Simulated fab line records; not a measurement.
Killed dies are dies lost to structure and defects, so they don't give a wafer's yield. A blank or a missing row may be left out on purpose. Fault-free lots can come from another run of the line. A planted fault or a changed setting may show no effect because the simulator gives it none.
8D (eight disciplines) problem report, filled in by code -- flow nand_harc -- the parts of the form that need people (team, actions taken, sign-off) are left out

## 1. WHAT IS WRONG
exposure_dose_mJ_cm2 at NHARC_P_M2_EXPOSE_06 reads a mean of 79.75 on 9 wafers of 3 lots; wafers without a fault read 80.77 with a standard deviation of 0.07. Relative to the usual mean, that is a shift of -15 standard deviations.
The step: exposes mask P M2, target cd 170 nm.
First seen on wafer L911.2, day 7 16:58, on arfi_scanner-03. The record has a number at this step for 21 wafers belonging to 7 lots. Rule for "out", or "out of limits": more than 4 standard deviations from the usual mean. The other wafers with a number count as sound.

## 2. WHAT IT IS, AND WHAT IT ISN'T
question,is,is not
which readings at this step,exposure_dose_mJ_cm2,reticle_temp_C
which lots,"L911, L914, L918","L906, L908, L926, L929"
which wafers of those lots,all that have a number,-
read on which tools,arfi_scanner-03,"arfi_scanner-01, arfi_scanner-02"
when,from day 7 16:58,"up to then (6 sound wafers); but 6 sound wafers of L926, L929 came after"

## 3. WHAT RULES OUT EACH SUSPECT
Counting: a tool at a process step up to the reading stays a suspect if it ran every lot that is out and no sound lot after the first of them.
- arfi_scanner-03 at NHARC_P_M2_EXPOSE_06 (exposes mask P M2, target cd 170 nm): kept. It ran every lot that is out, first L911 (day 7 16:58), and no sound lot after that; its last sound lot up to then is L908 (day 6 12:26). Its own exposure_dose_mJ_cm2 readings are out on those wafers.
Remaining after the count: arfi_scanner-03 at NHARC_P_M2_EXPOSE_06.

## 4. THE CAUSE (what the simulator had put in)
Process parameter drift: arfi_scanner-03, from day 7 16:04 on, at NHARC_P_M2_EXPOSE_06. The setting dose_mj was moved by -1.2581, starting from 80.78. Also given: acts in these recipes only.
Counting left only this tool.

## 5. THE CHAIN OF EFFECTS, in route order
Rows list readings where the struck wafers' mean (over those with a number) sits beyond 3 standard deviations from the usual. Only readings for which the record gives a usual standard deviation are gone through. hours: the time from each lot's start at the first step in this table that gives one to its start at this step, as a median over the lots. sigmas: the change in usual standard deviations.
hours,step,reading,usual,on struck wafers,change,sigmas
0,NHARC_P_M2_EXPOSE_06,exposure_dose_mJ_cm2,80.77,79.75,-1.02,-15
Process steps it contains:
- NHARC_P_M2_EXPOSE_06: exposes mask P M2, target cd 170 nm.
At these later measuring or inspecting steps, every struck wafer for which the step has a row has a number for every such reading, and none has moved that far: NHARC_P_M2_CD_MEAS_09, NHARC_P_M2_OVL_MEAS_10, NHARC_P_M2_INSPECT_11, NHARC_P_M2_CD_MEAS_16, NHARC_END_SORT_01.

## 6. WHAT WOULD HAVE CAUGHT IT SOONER
In this record the first reading out of limits was taken at day 7 16:58, 1 hour after the fault began at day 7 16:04.
